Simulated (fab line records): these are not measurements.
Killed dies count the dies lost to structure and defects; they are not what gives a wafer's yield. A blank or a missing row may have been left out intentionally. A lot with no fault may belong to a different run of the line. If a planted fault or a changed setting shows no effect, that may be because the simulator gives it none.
Tool commonality check | flow nand-harc | Sample size 12 lots and 42 wafers

== REASON IT WAS OPENED ==
On 2 of the 12 lots, a flag is raised at NHARC_A_ONON_D1_THK_MEAS_18 on the reading thk-nm. No-fault wafers: 1000 nm, standard deviation 7.3.
Rule: a lot is flagged when every wafer of it that has a number lies more than 4 standard deviations from that mean, or none has a number. All remaining lots are regarded as sound.

lot  | measured     | on            | thk-nm (nm), wafer by wafer   | flag
L464 | day 7 19:09  | film-metro-02 | 1005 1004 1004                |
L465 | day 8 20:10  | film-metro-02 | 999 1000 1000                 |
L470 | day 9 12:07  | film-metro-02 | 1007 1004 1006                |
L472 | day 9 18:50  | film-metro-02 | 1007 1007 1003                |
L474 | day 11 01:44 | film-metro-02 | 997 996 998                   |
L476 | day 11 01:44 | film-metro-01 | 1849 1847 1847 1847 1847 1848 | FLAGGED
L479 | day 11 15:21 | film-metro-01 | 1840 1840 1839 1840 1840 1840 | FLAGGED
L481 | day 11 23:52 | film-metro-01 | 997 995 995                   |
L483 | day 12 10:40 | film-metro-01 | 1001 999 1001                 |
L484 | day 12 16:55 | film-metro-02 | 988 989 990                   |
L486 | day 13 03:53 | film-metro-01 | 1004 1002 1001                |
L487 | day 14 06:33 | film-metro-02 | 1006 1005 1004                |
On average the flagged lots read 1844 nm, which is +844 nm against the usual, or +99 or more standard deviations.

== WHICH TOOL RAN EACH LOT ==
Before the reading, the record contains 3 process steps out of a 1159-step route. Every cell lists first the tool, next ch and the chambers used by the sampled wafers, and last the start.
lot  | flag    | NHARC_P_BONDPAD_ANNEAL_28        | NHARC_A_ZERO_WELL_ETCH_19          | NHARC_A_ONON_D1_DEP_16
L464 |         | rtp-anneal-02 ch 0, day 6 05:20  | rie-diel-05 ch 1,3, day 6 07:47    | pecvd-onon-02 ch 0, day 7 18:38
L465 |         | rtp-anneal-01 ch 0, day 7 09:47  | rie-diel-01 ch 0,1,3, day 7 12:13  | pecvd-onon-02 ch 0, day 8 19:43
L470 |         | rtp-anneal-02 ch 0, day 8 03:19  | rie-diel-05 ch 1,3, day 8 05:37    | pecvd-onon-02 ch 0, day 9 11:36
L472 |         | rtp-anneal-01 ch 0, day 8 08:41  | rie-diel-07 ch 1,3, day 8 11:07    | pecvd-onon-01 ch 0, day 9 18:20
L474 |         | rtp-anneal-01 ch 0, day 9 16:53  | rie-diel-07 ch 1,2,3, day 9 19:22  | pecvd-onon-01 ch 0, day 11 01:13
L476 | FLAGGED | rtp-anneal-02 ch 0, day 9 15:40  | rie-diel-05 ch 0,2,3, day 9 17:58  | pecvd-onon-02 ch 0, day 11 01:17
L479 | FLAGGED | rtp-anneal-02 ch 0, day 10 07:06 | rie-diel-01 ch 0,1,3, day 10 09:36 | pecvd-onon-02 ch 0, day 11 14:50
L481 |         | rtp-anneal-02 ch 0, day 10 14:28 | rie-diel-01 ch 0,1, day 10 16:49   | pecvd-onon-04 ch 0, day 11 23:28
L483 |         | rtp-anneal-01 ch 0, day 10 23:29 | rie-diel-01 ch 0,1,3, day 11 01:47 | pecvd-onon-01 ch 0, day 12 10:13
L484 |         | rtp-anneal-01 ch 0, day 11 05:36 | rie-diel-01 ch 1,2, day 11 08:02   | pecvd-onon-01 ch 0, day 12 16:24
L486 |         | rtp-anneal-02 ch 0, day 11 16:58 | rie-diel-05 ch 1,3, day 11 19:25   | pecvd-onon-04 ch 0, day 13 03:23
L487 |         | rtp-anneal-02 ch 0, day 12 19:28 | rie-diel-05 ch 1,2,3, day 12 21:54 | pecvd-onon-04 ch 0, day 14 06:02
What is done by these steps:
- NHARC_P_BONDPAD_ANNEAL_28: time 90 s.
- NHARC_A_ZERO_WELL_ETCH_19: etches the open film in N2/H2, target depth 80 nm, overetch 24 nm, time 87.88 s.
- NHARC_A_ONON_D1_DEP_16: target thk 1000 nm.
- NHARC_A_ONON_D1_THK_MEAS_18: measures by ellipsometry.

== FLAGGED AGAINST TOTAL, ONE TOOL AT A TIME (gauges that did the reading follow at the end) ==
step                        | tool          | lots run | flagged | share of the flagged lots | sound lots run after its first flagged lot
NHARC_P_BONDPAD_ANNEAL_28   | rtp-anneal-01 | 5        | 0       | none                      | -
NHARC_P_BONDPAD_ANNEAL_28   | rtp-anneal-02 | 7        | 2       | all                       | 3 (L481,L486,L487)
NHARC_A_ZERO_WELL_ETCH_19   | rie-diel-01   | 5        | 1       | some                      | 3 (L481,L483,L484)
NHARC_A_ZERO_WELL_ETCH_19   | rie-diel-05   | 5        | 1       | some                      | 2 (L486,L487)
NHARC_A_ZERO_WELL_ETCH_19   | rie-diel-07   | 2        | 0       | none                      | -
NHARC_A_ONON_D1_DEP_16      | pecvd-onon-01 | 4        | 0       | none                      | -
NHARC_A_ONON_D1_DEP_16      | pecvd-onon-02 | 5        | 2       | all                       | 0
NHARC_A_ONON_D1_DEP_16      | pecvd-onon-04 | 3        | 0       | none                      | -
NHARC_A_ONON_D1_THK_MEAS_18 | film-metro-01 | 5        | 2       | all                       | 3 (L481,L483,L486)
NHARC_A_ONON_D1_THK_MEAS_18 | film-metro-02 | 7        | 0       | none                      | -

== WHAT THE TABLE PERMITS ==
3 rows of the table ran every flagged lot: rtp-anneal-02 at NHARC_P_BONDPAD_ANNEAL_28, pecvd-onon-02 at NHARC_A_ONON_D1_DEP_16, film-metro-01 at NHARC_A_ONON_D1_THK_MEAS_18.
- rtp-anneal-02 at NHARC_P_BONDPAD_ANNEAL_28 ran 7 lots, 2 of them flagged. Lots that were sound ran on it after the first flagged one (L481, L486, L487); a persistent fault on the entire tool would not allow that.
- pecvd-onon-02 at NHARC_A_ONON_D1_DEP_16 ran 5 lots, 2 of them flagged. It ran its last sound lot, L470, at day 9 11:36 and its first flagged lot, L476, at day 11 01:17: a fault with its onset between the two fits.
- film-metro-01 at NHARC_A_ONON_D1_THK_MEAS_18 ran 5 lots, 2 of them flagged. Lots that were sound ran on it after the first flagged one (L481, L483, L486); a persistent fault on the entire tool would not allow that.
pecvd-onon-02 at NHARC_A_ONON_D1_DEP_16 is the single tool remaining.

== WHAT THE SIMULATOR HAD INSERTED ==
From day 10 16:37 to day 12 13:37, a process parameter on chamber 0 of pecvd-onon-02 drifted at NHARC_A_ONON_D1_DEP_16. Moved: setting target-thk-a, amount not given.
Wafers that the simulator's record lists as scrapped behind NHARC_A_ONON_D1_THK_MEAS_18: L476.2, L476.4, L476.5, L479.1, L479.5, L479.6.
Lots struck among those shown: L476, L479. The rule above found the same.
